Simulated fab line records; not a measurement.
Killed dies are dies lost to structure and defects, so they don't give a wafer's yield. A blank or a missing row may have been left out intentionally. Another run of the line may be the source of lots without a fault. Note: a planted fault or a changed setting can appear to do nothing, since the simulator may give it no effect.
2 desks, one fault ; flow n5_finfet ; every desk sees just its own numbers, and what lay behind them comes last

METROLOGY DESK
Means of the sampled wafers that have a number, per lot and without regard to the tool the lot ran on: this is what the gauges read. Marked OUT: a lot whose mean sits more than 4 standard deviations from the usual mean, which makes it out of limits; the brackets give that distance. It has 11 readings; the 7 that lie furthest out on some lot are the ones shown.
Columns: A = DIBL_N at N5_BEOL_M4_RC_MEAS_101, usual 35.9 mV/V; B = DIBL_P at N5_BEOL_M4_RC_MEAS_101, usual 35.6 mV/V; C = IOFF_N at N5_BEOL_M4_RC_MEAS_101, usual 0.149 nA/um; D = ION_N at N5_BEOL_M4_RC_MEAS_101, usual 671 uA/um; E = ION_P at N5_BEOL_M4_RC_MEAS_101, usual 460 uA/um; F = SS_N at N5_BEOL_M4_RC_MEAS_101, usual 71.4 mV/dec; G = VT_N at N5_BEOL_M4_RC_MEAS_101, usual 251 mV
lot;first seen here;A;B;C;D;E;F;G
L648;day 6 01:17;35.7;35.3;0.145;669;459;71.0;253
L649;day 6 15:25;34.8;37.0;0.149;672;457;71.7;255
L651;day 7 03:50;33.6;34.2;0.123;667;457;71.0;253
L653;day 7 11:30;36.2;37.0;0.149;664;452;71.6;251
L654;day 7 16:47;36.4;35.4;0.152;673;467;71.5;250
L655;day 7 20:58;36.2;38.5;0.165;687;475;71.1;249
L657;day 8 10:47;37.8;38.6;0.195;686;466;71.8;246
L659;day 9 00:11;36.3;35.8;0.152;669;455;71.0;249
L658;day 9 00:44;35.9;34.7;0.147;662;463;71.3;251
L662;day 9 17:31;37.2;36.5;0.155;673;462;71.9;251
L663;day 10 01:53;36.5;34.7;0.133;666;457;71.3;252
L664;day 10 04:59;36.7;36.3;0.151;661;455;72.3;252
L668;day 11 02:07;35.8;35.0;0.173;678;464;71.8;246
L670;day 11 10:58;35.1;34.4;0.141;675;459;71.5;251
Result from this desk: across the 14 lots, nothing is out of limits.

DESK OF THE TOOL OWNER: cvd_co-02
The tool's own readings at N5_BEOL_M0_CVD_115 (deposits Co from CCTBA/H2, time 120 s): means of the sampled wafers that have a number, for each lot that ran on this tool. Marked OUT: a lot whose mean sits more than 4 standard deviations from the usual mean, which makes it out of limits; the brackets give that distance.
Columns: A = run_length_s at N5_BEOL_M0_CVD_115, usual 142.9 s
lot;first seen here;A
L655;day 8 00:01;143.5
L657;day 8 11:51;143.4
L659;day 9 01:37;143.6
L663;day 10 03:07;128.5 (-23) OUT
L668;day 11 03:37;114.0 (-47) OUT
Finding of this desk: L663, L668 out of limits; the first was L663 at day 10 03:07, on run_length_s at N5_BEOL_M0_CVD_115. L655, L657, L659: within limits.

TAKEN TOGETHER
At day 10 03:07, on L663, L668, the tool owner's desk was in a position to raise an alarm.
From the metrology desk's view, nothing was out of limits.
The metrology desk has L663, L668 on record, within its limits.
Every lot named ran N5_BEOL_M0_CVD_115 on cvd_co-02.

WHAT HAD BEEN PUT IN BY THE SIMULATOR
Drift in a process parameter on cvd_co-02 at N5_BEOL_M0_CVD_115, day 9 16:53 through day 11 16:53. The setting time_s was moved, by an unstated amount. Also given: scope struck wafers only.
Lots struck among those shown: L663, L668.
Delay in hours, fault start to first out-of-limits reading, by desk: the tool owner's desk at 10.
